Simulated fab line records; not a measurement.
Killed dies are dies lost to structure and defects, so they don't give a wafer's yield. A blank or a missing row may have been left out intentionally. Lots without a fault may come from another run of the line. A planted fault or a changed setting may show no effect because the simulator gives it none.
Lot-split experiment / flow n5_finfet / 21 wafers read from 7 lots, route of 1938 steps

== ABOUT THE SPLIT ==
At N5_BEOL_M6_EXPOSE_25 (exposes mask V5, target cd 40 nm), the setting dose_mj was moved away from the recipe's 45 on 6 of the 21 wafers read, by -7.2% to +6.9%. For the rest of the wafers, this setting stayed at what the recipe calls for.

== FROM THE SPLIT TO THE READING: what the file shows between them, 2 steps ==
- N5_BEOL_M6_PEB_26: peb time 60 s
- N5_BEOL_M6_DEVELOP_27: develop time 30 s

== THE READING ==
cd_nm at N5_BEOL_M6_CD_MEAS_28, given in nm (cd target 40 nm). Fault-free wafers of this fab line usually give 40.06 nm, standard deviation 0.25 nm.

wafer=L086.2; tool, chamber at the split=euv_scanner-02, 0; dose_mj as run=45; against the recipe=recipe; cd_nm, nm=39.57; against lot-mates on the recipe=-
wafer=L086.3; tool, chamber at the split=euv_scanner-02, 0; dose_mj as run=46.32; against the recipe=+2.9%; cd_nm, nm=40.46; against lot-mates on the recipe=+0.89
wafer=L086.6; tool, chamber at the split=euv_scanner-02, 0; dose_mj as run=46.32; against the recipe=+2.9%; cd_nm, nm=40.19; against lot-mates on the recipe=+0.62
wafer=L085.1; tool, chamber at the split=euv_scanner-02, 0; dose_mj as run=45; against the recipe=recipe; cd_nm, nm=40.53; against lot-mates on the recipe=-
wafer=L085.5; tool, chamber at the split=euv_scanner-02, 0; dose_mj as run=45; against the recipe=recipe; cd_nm, nm=40.52; against lot-mates on the recipe=-
wafer=L085.6; tool, chamber at the split=euv_scanner-02, 0; dose_mj as run=45; against the recipe=recipe; cd_nm, nm=40.29; against lot-mates on the recipe=-
wafer=L087.1; tool, chamber at the split=euv_scanner-01, 0; dose_mj as run=45; against the recipe=recipe; cd_nm, nm=40.21; against lot-mates on the recipe=-
wafer=L087.4; tool, chamber at the split=euv_scanner-01, 0; dose_mj as run=45; against the recipe=recipe; cd_nm, nm=39.71; against lot-mates on the recipe=-
wafer=L087.5; tool, chamber at the split=euv_scanner-01, 0; dose_mj as run=45; against the recipe=recipe; cd_nm, nm=39.96; against lot-mates on the recipe=-
wafer=L089.1; tool, chamber at the split=euv_scanner-01, 0; dose_mj as run=48.09; against the recipe=+6.9%; cd_nm, nm=42.14; against lot-mates on the recipe=+2.00
wafer=L089.3; tool, chamber at the split=euv_scanner-01, 0; dose_mj as run=45; against the recipe=recipe; cd_nm, nm=40.13; against lot-mates on the recipe=-
wafer=L089.5; tool, chamber at the split=euv_scanner-01, 0; dose_mj as run=45; against the recipe=recipe; cd_nm, nm=40.16; against lot-mates on the recipe=-
wafer=L093.1; tool, chamber at the split=euv_scanner-02, 0; dose_mj as run=41.9; against the recipe=-6.9%; cd_nm, nm=38.06; against lot-mates on the recipe=-2.29
wafer=L093.2; tool, chamber at the split=euv_scanner-02, 0; dose_mj as run=41.9; against the recipe=-6.9%; cd_nm, nm=38.12; against lot-mates on the recipe=-2.23
wafer=L093.4; tool, chamber at the split=euv_scanner-02, 0; dose_mj as run=45; against the recipe=recipe; cd_nm, nm=40.35; against lot-mates on the recipe=-
wafer=L095.1; tool, chamber at the split=euv_scanner-02, 0; dose_mj as run=45; against the recipe=recipe; cd_nm, nm=40.14; against lot-mates on the recipe=-
wafer=L095.2; tool, chamber at the split=euv_scanner-02, 0; dose_mj as run=45; against the recipe=recipe; cd_nm, nm=40.13; against lot-mates on the recipe=-
wafer=L095.4; tool, chamber at the split=euv_scanner-02, 0; dose_mj as run=45; against the recipe=recipe; cd_nm, nm=39.82; against lot-mates on the recipe=-
wafer=L096.1; tool, chamber at the split=euv_scanner-02, 0; dose_mj as run=41.77; against the recipe=-7.2%; cd_nm, nm=38.12; against lot-mates on the recipe=-1.70
wafer=L096.3; tool, chamber at the split=euv_scanner-02, 0; dose_mj as run=45; against the recipe=recipe; cd_nm, nm=39.77; against lot-mates on the recipe=-
wafer=L096.4; tool, chamber at the split=euv_scanner-02, 0; dose_mj as run=45; against the recipe=recipe; cd_nm, nm=39.87; against lot-mates on the recipe=-

FIT RESULTS
A straight line over all 21 wafers: cd_nm changes by +0.268 nm for each +1% of dose_mj; r = +0.94; the points scatter about the line by 0.31 nm.
The same after taking each lot's own level away (the mean of its wafers on the recipe; 21 wafers): +0.291 nm for each +1%; r = +0.98; scatter 0.17 nm.
According to that fit, moving dose_mj by its largest amount changes the reading by 2.1 nm.
The lots' own levels span 39.570 to 40.447 nm, that is 3.5 times the standard deviation above.
The two slopes are in agreement: the lot-to-lot level therefore moves the slope only a little.
Check: for one of the wafers moved furthest among these (-7.2%), held out of the fit, the line's prediction against its lot-mates is -2.25 nm. Against them it came out at -1.7 nm.

== THE OTHER SPLITS THESE WAFERS WENT THROUGH ==
Other splits were also applied to these wafers ahead of the reading. Each is held against what the fit with the lots' levels taken away leaves over:
other split on the same wafers=N5_MOL_CONTACT_COAG_EXPOSE_37 dose_mj; wafers away from the commonest value=10; r with cd_nm (lot level and that fit taken away)=-0.42
other split on the same wafers=N5_MOL_CONTACT_COAG_ALD_133 ald_cycles; wafers away from the commonest value=4; r with cd_nm (lot level and that fit taken away)=+0.01
other split on the same wafers=N5_BEOL_M0_SAQP_SPACER1_ALD_98 ald_cycles; wafers away from the commonest value=3; r with cd_nm (lot level and that fit taken away)=-0.07
other split on the same wafers=N5_BEOL_M1_COAT_05 spin_rpm; wafers away from the commonest value=6; r with cd_nm (lot level and that fit taken away)=-0.12
other split on the same wafers=N5_BEOL_M1_ETCH_64 source_w; wafers away from the commonest value=7; r with cd_nm (lot level and that fit taken away)=+0.15
other split on the same wafers=N5_BEOL_M3_EXPOSE_25 dose_mj; wafers away from the commonest value=4; r with cd_nm (lot level and that fit taken away)=-0.04
other split on the same wafers=N5_BEOL_M4_SPUTTER_90 time_s; wafers away from the commonest value=8; r with cd_nm (lot level and that fit taken away)=+0.25
other split on the same wafers=N5_BEOL_M5_TRENCH_ETCH_37 source_w; wafers away from the commonest value=7; r with cd_nm (lot level and that fit taken away)=-0.05
other split on the same wafers=N5_BEOL_M5_ETCH_41 source_w; wafers away from the commonest value=6; r with cd_nm (lot level and that fit taken away)=+0.18

== THE WHOLE CHAIN: every reading that the file lists as answering this split, in the file's order ==
step=N5_BEOL_M6_CD_MEAS_28; what it does=target cd 40 nm; reading=cd_nm; change (the file's fit)=+0.282 nm for each +1% of the setting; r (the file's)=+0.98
step=N5_BEOL_M6_DESCUM_33; what it does=chemistry O2, time 7 s; reading=BEOL_M6.cd_nm (the simulator's own value, which no gauge read); change (the file's fit)=+0.254 nm for each +1% of the setting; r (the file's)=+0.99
step=N5_BEOL_M6_ETCH_72; what it does=etches underlayer in N2/H2, target depth 6.5 nm, time 5.2 s; reading=BEOL_M6.cd_nm (the simulator's own value, which no gauge read); change (the file's fit)=+0.243 nm for each +1% of the setting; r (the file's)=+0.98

== THE FILE'S OWN FIT ==
cd_nm changes by +0.282 nm for each +1% of dose_mj, r = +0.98.
